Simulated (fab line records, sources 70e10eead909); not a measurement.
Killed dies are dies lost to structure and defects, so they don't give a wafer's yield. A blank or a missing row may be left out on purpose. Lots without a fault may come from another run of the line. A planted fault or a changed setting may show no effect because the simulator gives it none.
Which tool did it? | flow nand_harc | 11 lots, 33 wafers sampled, at 1 step of a route of 1159

WHAT THE GAUGES READ, wafer by wafer
NHARC_A_CHANNEL_HOLE_D1_OVL_MEAS_11.
lot  | measured     | on         | overlay_x_nm (nm)
L075 | day 8 15:07  | overlay-02 | 0.4 0.5 0.6
L078 | day 9 05:55  | overlay-01 | -1.6 -1.2 -1.2
L082 | day 10 00:06 | overlay-02 | -1.1 -0.9 -1.2
L081 | day 10 00:50 | overlay-01 | -0.3 -0.6 -0.3
L084 | day 10 09:28 | overlay-01 | 0.6 -0.2 0.5
L085 | day 11 06:29 | overlay-02 | -0.1 0.4 0.6
L087 | day 11 20:13 | overlay-01 | -0.1 -0.5 -0.3
L089 | day 12 04:32 | overlay-01 | 1.8 1.3 1.5
L093 | day 12 17:41 | overlay-01 | 0.3 0.0 -0.1
L094 | day 13 03:03 | overlay-02 | 1.0 0.7 1.7
L097 | day 14 01:01 | overlay-02 | 0.1 0.5 0.9

WHICH TOOL RAN EACH LOT (tool, then ch and the chambers of the sampled wafers, then the start)
The record holds no process step before these readings.

THE ANSWER, worked out from the rows above alone
Rule: what is usual is taken from the lots themselves. Put in order of their means at a reading, lots are off if they are a third of the lots or fewer, leave a main group of 4 or more, and stand apart from it by a gap of 3 or more times the standard deviation of the main group's means; of several such gaps the widest counts. A main group whose means are all the same, to the digits that the tables above print for the reading, isn't used. A lot without any number at a reading at which 4 lots or more have one is off too. The other lots that the step has rows for count as sound.
No lot is off at any reading shown: from this, nothing can be told.

WHAT THE SIMULATOR HAD PUT IN
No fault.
